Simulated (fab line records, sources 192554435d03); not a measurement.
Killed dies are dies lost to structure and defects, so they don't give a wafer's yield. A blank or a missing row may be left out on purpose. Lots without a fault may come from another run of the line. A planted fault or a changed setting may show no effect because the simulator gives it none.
Which tool did it? | flow n5_finfet | 10 lots, 30 wafers sampled, at 6 steps of a route of 1938

WHAT THE GAUGES READ, wafer by wafer
N5_BEOL_M9_INSPECT_58: inspects for defects (darkfield). Usual: raw_defect_count 73, standard deviation 23.
lot  | measured     | on                | raw_defect_count | flag
L124 | day 10 07:28 | defect_inspect-02 | 51 93 64         |
L125 | day 10 10:28 | defect_inspect-01 | 82 104 73        |
L127 | day 11 04:50 | defect_inspect-02 | 58 80 55         |
L128 | day 11 06:19 | defect_inspect-02 | 93 127 108       |
L136 | day 13 15:35 | defect_inspect-02 | 1050 998 955     | OFF
L137 | day 13 15:02 | defect_inspect-01 | 1037 934 941     | OFF
L143 | day 15 08:45 | defect_inspect-02 | 102 80 57        |
L144 | day 15 19:00 | defect_inspect-01 | 56 50 64         |
L146 | day 15 21:55 | defect_inspect-01 | 45 42 75         |
L145 | day 15 22:11 | defect_inspect-02 | 56 88 126        |

N5_BEOL_M10_INSPECT_13: inspects for defects (brightfield). Usual: raw_defect_count 418, standard deviation 100.
lot  | measured     | on                | raw_defect_count | flag
L124 | day 10 10:05 | defect_inspect-02 | 426 431 325      |
L125 | day 10 12:02 | defect_inspect-01 | 559 550 475      |
L127 | day 11 08:08 | defect_inspect-01 | 364 389 418      |
L128 | day 11 08:46 | defect_inspect-01 | 513 638 620      |
L136 | day 13 18:53 | defect_inspect-02 | 1397 1429 1267   | OFF
L137 | day 13 18:42 | defect_inspect-02 | 1473 1315 1223   | OFF
L143 | day 15 10:59 | defect_inspect-01 | 423 440 381      |
L144 | day 15 21:50 | defect_inspect-01 | 370 253 350      |
L146 | day 15 23:31 | defect_inspect-01 | 324 264 299      |
L145 | day 16 00:06 | defect_inspect-02 | 467 687 623      |

WHICH TOOL RAN EACH LOT (tool, then ch and the chambers of the sampled wafers, then the start)
lot  | N5_BEOL_M9_ETCH_41                            | N5_BEOL_M9_PRE_CLEAN_45      | N5_BEOL_M9_DEP_56               | N5_BEOL_M10_PECVD_70
L124 | rie_diel-02 ch 0,1,2, day 10 05:25 or earlier | pvd_sputter-02, day 10 05:25 | pecvd-03 ch 0,2, day 10 07:22   | pecvd-02 ch 0,1, day 10 08:08
L125 | rie_diel-03 ch 0,2,3, day 10 06:50 or earlier | pvd_sputter-01, day 10 06:50 | pecvd-01 ch 0,1, day 10 10:22   | pecvd-03 ch 0,1, day 10 11:09
L127 | rie_diel-06 ch 1,2,3, day 11 02:02 or earlier | pvd_sputter-03, day 11 02:02 | pecvd-01 ch 0,1,2, day 11 04:44 | pecvd-03 ch 0,1, day 11 05:31
L128 | rie_diel-02 ch 0,1,2, day 11 03:23 or earlier | pvd_sputter-02, day 11 03:23 | pecvd-04 ch 0,2, day 11 06:13   | pecvd-02 ch 0,1,2, day 11 06:59
L136 | rie_diel-02 ch 0,1,3, day 13 13:29 or earlier | pvd_sputter-03, day 13 13:29 | pecvd-04 ch 0,1,2, day 13 15:29 | pecvd-03 ch 0,1, day 13 16:28
L137 | rie_diel-03 ch 1,2, day 13 12:46 or earlier   | pvd_sputter-02, day 13 12:46 | pecvd-04 ch 0,1, day 13 14:56   | pecvd-02 ch 0,1, day 13 15:59
L143 | rie_diel-06 ch 0,2,3, day 15 07:02 or earlier | pvd_sputter-03, day 15 07:02 | pecvd-01 ch 0,1,2, day 15 08:39 | pecvd-03 ch 0,1,2, day 15 09:54
L144 | rie_diel-02 ch 0,1,2, day 15 17:13 or earlier | pvd_sputter-03, day 15 17:13 | pecvd-03 ch 0,1,2, day 15 18:54 | pecvd-03 ch 0,1,2, day 15 20:11
L146 | rie_diel-02 ch 0,1, day 15 20:18 or earlier   | pvd_sputter-02, day 15 20:18 | pecvd-01 ch 0,1, day 15 21:49   | pecvd-03 ch 1,2, day 15 22:35
L145 | rie_diel-02 ch 0,2, day 15 20:23 or earlier   | pvd_sputter-02, day 15 20:23 | pecvd-03 ch 0,1,2, day 15 22:05 | pecvd-03 ch 0,2, day 15 22:50
- N5_BEOL_M9_ETCH_41: etches SiCN in CH3F/O2, target depth 36.6 nm, time 70.1 s.
- N5_BEOL_M9_PRE_CLEAN_45: time 30 s.
- N5_BEOL_M9_DEP_56: deposits SiCN from 3MS/NH3, target thk 15 nm, time 26.5 s.
- N5_BEOL_M10_PECVD_70: deposits SiO2 from TEOS/O2, target thk 20 nm, time 22.7 s.

WHAT THE TOOLS THEMSELVES READ (means of the sampled wafers that have a number; where no wafer has one, the mark that the record gives instead)
N5_BEOL_M9_ETCH_41. Usual: O2_flow_sccm 20.00 sccm, standard deviation 0.055; bias_w 75.01 W, standard deviation 0.24; drypump_motor_current_A 5.9 A, standard deviation 0.48; oes_product_au 0.81 a.u., standard deviation 0.085; rf_vpp_V 297.1 V, standard deviation 1.2; showerhead_plenum_p_Torr 1.99 Torr, standard deviation 0.056; throttle_valve_pct 16.24 %, standard deviation 0.25.
lot  | tool        | O2_flow_sccm (sccm) | bias_w (W) | drypump_motor_current_A (A) | oes_product_au (a.u.) | rf_vpp_V (V) | showerhead_plenum_p_Torr (Torr) | throttle_valve_pct (%) | flag
L124 | rie_diel-02 | 20.05               | 74.91      | 6.3                         | 0.82                  | 297.5        | 2.02                            | 16.18                  |
L125 | rie_diel-03 | 19.98               | 75.01      | 6.2                         | 0.84                  | 298.0        | 2.02                            | 16.13                  |
L127 | rie_diel-06 | 19.97               | 74.92      | 5.4                         | 0.83                  | 297.9        | 2.02                            | 16.26                  |
L128 | rie_diel-02 | 20.03               | 75.20      | 6.3                         | 0.79                  | 297.7        | 2.02                            | 16.20                  |
L136 | rie_diel-02 | 19.99               | 74.83      | 6.0                         | 0.74                  | 297.6        | 2.00                            | 16.19                  |
L137 | rie_diel-03 | 20.03               | 74.94      | 6.3                         | 0.82                  | 297.4        | 1.98                            | 16.30                  |
L143 | rie_diel-06 | 20.00               | 75.04      | 5.6                         | 0.76                  | 297.5        | 2.03                            | 16.47                  |
L144 | rie_diel-02 | 20.07               | 75.13      | 6.3                         | 0.84                  | 297.3        | 2.00                            | 16.08                  |
L146 | rie_diel-02 | 20.03               | 75.11      | 6.4                         | 0.86                  | 297.5        | 2.04                            | 15.91                  |
L145 | rie_diel-02 | 20.04               | 74.94      | 6.2                         | 0.90                  | 298.0        | 2.02                            | 15.97                  |

N5_BEOL_M9_PRE_CLEAN_45. Usual: heater_power_w 326 W, standard deviation 24.
lot  | tool           | heater_power_w (W) | flag
L124 | pvd_sputter-02 | 325                |
L125 | pvd_sputter-01 | 332                |
L127 | pvd_sputter-03 | 301                |
L128 | pvd_sputter-02 | 327                |
L136 | pvd_sputter-03 | 300                |
L137 | pvd_sputter-02 | 309                |
L143 | pvd_sputter-03 | 324                |
L144 | pvd_sputter-03 | 321                |
L146 | pvd_sputter-02 | 345                |
L145 | pvd_sputter-02 | 341                |

N5_BEOL_M9_DEP_56. Usual: chamber_pressure_Torr 3.000 Torr, standard deviation 0.0061; showerhead_plenum_p_Torr 3.664 Torr, standard deviation 0.014; throttle_valve_pct 9.1 %, standard deviation 0.48.
lot  | tool     | chamber_pressure_Torr (Torr) | showerhead_plenum_p_Torr (Torr) | throttle_valve_pct (%) | flag
L124 | pecvd-03 | 3.004                        | 3.673                           | 9.0                    |
L125 | pecvd-01 | 3.004                        | 3.678                           | 8.7                    |
L127 | pecvd-01 | 3.004                        | 3.673                           | 8.9                    |
L128 | pecvd-04 | 3.006                        | 3.651                           | 9.1                    |
L136 | pecvd-04 | 3.003                        | 3.656                           | 9.4                    |
L137 | pecvd-04 | 2.998                        | 3.656                           | 9.7                    |
L143 | pecvd-01 | 3.002                        | 3.671                           | 8.9                    |
L144 | pecvd-03 | 3.000                        | 3.660                           | 9.3                    |
L146 | pecvd-01 | 2.994                        | 3.677                           | 8.7                    |
L145 | pecvd-03 | 2.992                        | 3.665                           | 9.4                    |

N5_BEOL_M10_PECVD_70. Usual: chamber_pressure_Torr 5.503 Torr, standard deviation 0.012; heater_power_w 711 W, standard deviation 79; showerhead_plenum_p_Torr 8.77 Torr, standard deviation 0.07; throttle_valve_pct 22.8 %, standard deviation 1.3.
lot  | tool     | chamber_pressure_Torr (Torr) | heater_power_w (W) | showerhead_plenum_p_Torr (Torr) | throttle_valve_pct (%) | flag
L124 | pecvd-02 | 5.512                        | 796                | 8.80                            | 21.8                   |
L125 | pecvd-03 | 5.504                        | 661                | 8.71                            | 24.0                   |
L127 | pecvd-03 | 5.499                        | 643                | 8.70                            | 23.2                   |
L128 | pecvd-02 | 5.493                        | 761                | 8.76                            | 22.2                   |
L136 | pecvd-03 | 5.504                        | 680                | 8.71                            | 23.9                   |
L137 | pecvd-02 | 5.496                        | 828                | 8.78                            | 21.9                   |
L143 | pecvd-03 | 5.515                        | 634                | 8.76                            | 23.1                   |
L144 | pecvd-03 | 5.495                        | 733                | 8.77                            | 23.0                   |
L146 | pecvd-03 | 5.515                        | 633                | 8.82                            | 22.3                   |
L145 | pecvd-03 | 5.504                        | 742                | 8.82                            | 23.0                   |

THE ANSWER, worked out from the rows above alone
Rule: a lot is off if the mean of its wafers that have a number lies more than 3 standard deviations from the usual mean. A lot without any number at a reading at which 4 lots or more have one is off too. The other lots that the step has rows for count as sound. The gauges are gone through in route order, then the tools' own readings, and for those a lot's mean is taken as printed above. The first step at which some lot is off is used, and at that step the reading that is off furthest; a lot without a number counts as furthest.
Off: L136, L137, at N5_BEOL_M9_INSPECT_58 (raw_defect_count).
A tool fits if, at a process step before that reading, it ran every lot that is off, and no sound lot after the first of them. The gauges at N5_BEOL_M9_INSPECT_58 are tried like those tools. N5_BEOL_M9_ETCH_41 gives no start for some lots, so the hours and the order of its lots are those of N5_BEOL_M9_PRE_CLEAN_45. One fits: pecvd-04 at N5_BEOL_M9_DEP_56. Its last sound lot is L128 (day 11 06:13), its first lot that is off L137 (day 13 14:56): a fault that began between those two fits.

WHAT THE SIMULATOR HAD PUT IN
Chamber particle source: pecvd-04, from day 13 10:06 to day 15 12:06, at N5_BEOL_M9_DEP_56. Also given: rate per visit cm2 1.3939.
Lots struck among those shown: L137, L136. The rule above found the same.
